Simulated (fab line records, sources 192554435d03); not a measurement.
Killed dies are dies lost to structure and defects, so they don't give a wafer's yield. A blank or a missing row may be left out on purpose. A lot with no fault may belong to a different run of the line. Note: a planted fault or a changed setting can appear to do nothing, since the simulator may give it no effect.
Chamber matching ; flow n5-finfet ; rie-diel-05 running N5_BEOL_M9_STRIP_67: 4 sister chambers
The step strips in CF4. 18 wafers are shown with their chamber, then 9 later ones without.

WAFERS WITH THEIR CHAMBER
wafer;chamber;showerhead-plenum-p-Torr (Torr);drypump-motor-current-A (A);oes-product-au (a.u.)
L076.1;1;1.76;5.5;0.69
L076.2;2;1.75;5.7;0.90
L076.6;1;1.76;5.5;0.69
L084.1;1;1.76;5.5;0.68
L084.3;2;1.74;5.8;0.88
L084.6;1;1.76;5.5;0.68
L088.1;1;1.76;5.5;0.68
L088.2;2;1.74;5.7;0.87
L088.3;3;1.77;5.2;0.92
L088.4;0;1.82;6.4;0.70
L088.5;0;1.82;6.4;0.70
L088.6;1;1.76;5.5;0.68
L089.3;2;1.74;5.7;0.87
L089.4;3;1.77;5.2;0.91
L089.6;2;1.74;5.7;0.86
L092.1;2;1.74;5.8;0.86
L092.4;2;1.74;5.8;0.86
L092.5;3;1.77;5.3;0.92

SIGNATURES (means of the wafers above)
reading;chamber 0;chamber 1;chamber 2;chamber 3;scatter within a chamber
showerhead-plenum-p-Torr;1.8200;1.7600;1.7414;1.7700;0.00247
drypump-motor-current-A;6.400;5.500;5.743;5.233;0.0412
oes-product-au;0.7000;0.6833;0.8714;0.9167;0.0103
Rule: a wafer lies at a distance from a chamber equal to the root of the sum of squares, over the readings, of (its reading less the chamber's mean, divided by the reading's scatter). If the next closest chamber is less than 2 further off than the closest, the wafer can't be placed; otherwise it belongs to the closest. The scatter: take each reading less its chamber's mean, square it, sum over the shown wafers, divide by the number of wafers less the number of chambers, and take the root.

WAFERS MISSING THEIR CHAMBER
wafer;showerhead-plenum-p-Torr (Torr);drypump-motor-current-A (A);oes-product-au (a.u.)
L087.1;1.77;5.3;0.91
L087.3;1.74;5.7;0.86
L087.5;1.77;5.3;0.90
L095.1;1.81;6.4;0.68
L095.2;1.77;5.3;0.88
L095.3;1.74;5.7;0.84
L095.4;1.76;5.5;0.95
L095.5;1.77;5.3;0.88
L095.6;1.81;6.5;0.68

WHICH CHAMBER EACH ONE RAN IN
wafer;from the rows above;in truth
L087.1;3;3
L087.3;2;2
L087.5;3;3
L095.1;0;0
L095.2;3;3
L095.3;2;2
L095.4;3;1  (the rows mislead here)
L095.5;3;3
L095.6;0;0
Correctly placed: 8 of 9. Left unplaced by these rows: 0. Number placed wrongly: 1.
